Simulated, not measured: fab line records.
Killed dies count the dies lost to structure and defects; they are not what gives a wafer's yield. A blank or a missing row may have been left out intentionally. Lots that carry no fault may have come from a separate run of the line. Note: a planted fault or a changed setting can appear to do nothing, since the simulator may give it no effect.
Comparing a struck lot with a sound one | flow nand-harc | 15 steps out of a route of 1302
Sound: the wafers L234.1, L234.2, L234.4. Struck: wafer L241.5 (left out: L241.2, L241.3 of the same lot, which were not struck); the cause appears at the end.
Each step with rows lists, per side, the tool, then ch with its chambers, then its first start. Under that, the readings that differ: sound wafers | struck wafers | difference of the means | sigmas: that difference in standard deviations of wafers without a fault.
alike: a reading whose means differ by less than 2 such deviations, as well as words and numbers matching on both sides. not compared: withheld readings; readings where some wafer has no value; bounds like >300 that might hide an equal value; numbers whose values overlap and for which the record gives no deviation.
Wherever a step has rows on one side only, a row that says differs or no value, or a row with sigmas, the two part there. When numbers do not overlap yet have no deviation, they are printed without sigmas and do not part them. Lack of a reading on every wafer of one side parts them only where that side has two or more wafers.

first, 8 steps without rows for these wafers: NHARC_A_M0_HMDS_02 (time 30 s); NHARC_A_M0_COAT_33 (time 65 s); NHARC_A_M0_COAT_03 (resist thk 90 nm); NHARC_A_M0_SOFTBAKE_04 (time 55 s); NHARC_A_M0_EBR_05; NHARC_A_M0_EXPOSE_06 (exposes mask A M0, target cd 80 nm); NHARC_A_M0_PEB_07 (peb time 65 s); NHARC_A_M0_DEVELOP_08 (develop time 35 s).
NHARC_A_M0_CD_MEAS_09 targets a cd of 80 nm.
  sound on cd-sem-01 ch 0, day 24 10:21; struck on cd-sem-03 ch 0, day 28 11:41
  alike: cd-nm
NHARC_A_M0_OVL_MEAS_10: pitch 160 nm.
  sound on overlay-02, day 24 10:26; struck on overlay-01, day 28 11:46
  alike: overlay-x-nm, overlay-y-nm
NHARC_A_M0_INSPECT_11:
  sound on defect-inspect-01, day 24 10:28; struck on defect-inspect-02, day 28 11:48
  reading          | sound    | struck | difference | sigmas
  raw-defect-count | 61 50 73 | 156    | +95        | +3
NHARC_A_M0_DESCUM_14: chemistry O2, time 3 s.
  sound on rie-diel-09 ch 2,3, day 24 10:32; struck on rie-diel-04 ch 0, day 28 11:52
  alike: drypump-motor-current-A, oes-product-au, rf-vpp-V, showerhead-plenum-p-Torr, throttle-valve-pct
  not compared: rf-hours-counter-h
NHARC_A_M0_ETCH_34: etches the open film in N2/H2, target depth 40 nm, overetch 12 nm, time 43.94 s.
  sound on rie-diel-09 ch 1,2,3, day 24 10:38; struck on rie-diel-04 ch 1, day 28 11:56
  reading          | sound          | struck | difference | sigmas
  run-length-s (s) | 65.3 65.3 65.6 | 53.6   | -11.8      | -29
  alike: drypump-motor-current-A, n2-flow-sccm, oes-product-au, rf-vpp-V, showerhead-plenum-p-Torr, throttle-valve-pct
  not compared: rf-hours-counter-h
NHARC_A_M0_ETCH_15: etches the open film in C4F8/Ar, target depth 150 nm, overetch 15 nm, time 82.5 s.
  sound on rie-diel-09 ch 1,2,3; struck on rie-diel-04 ch 0
  reading          | sound             | struck | difference | sigmas
  run-length-s (s) | 103.4 103.4 103.9 | 104.5  | +0.9       | +2
  alike: oes-product-au, rf-vpp-V
  not compared: rf-hours-counter-h
NHARC_END_SORT_01:
  the record has rows for the sound wafers here (prober-01 ch 0, day 26 06:53) and none for the struck ones

== WHERE THEY PART ==
At NHARC_A_M0_INSPECT_11 first; at NHARC_END_SORT_01 last (within this record only).

WHY: what had been put in by the simulator
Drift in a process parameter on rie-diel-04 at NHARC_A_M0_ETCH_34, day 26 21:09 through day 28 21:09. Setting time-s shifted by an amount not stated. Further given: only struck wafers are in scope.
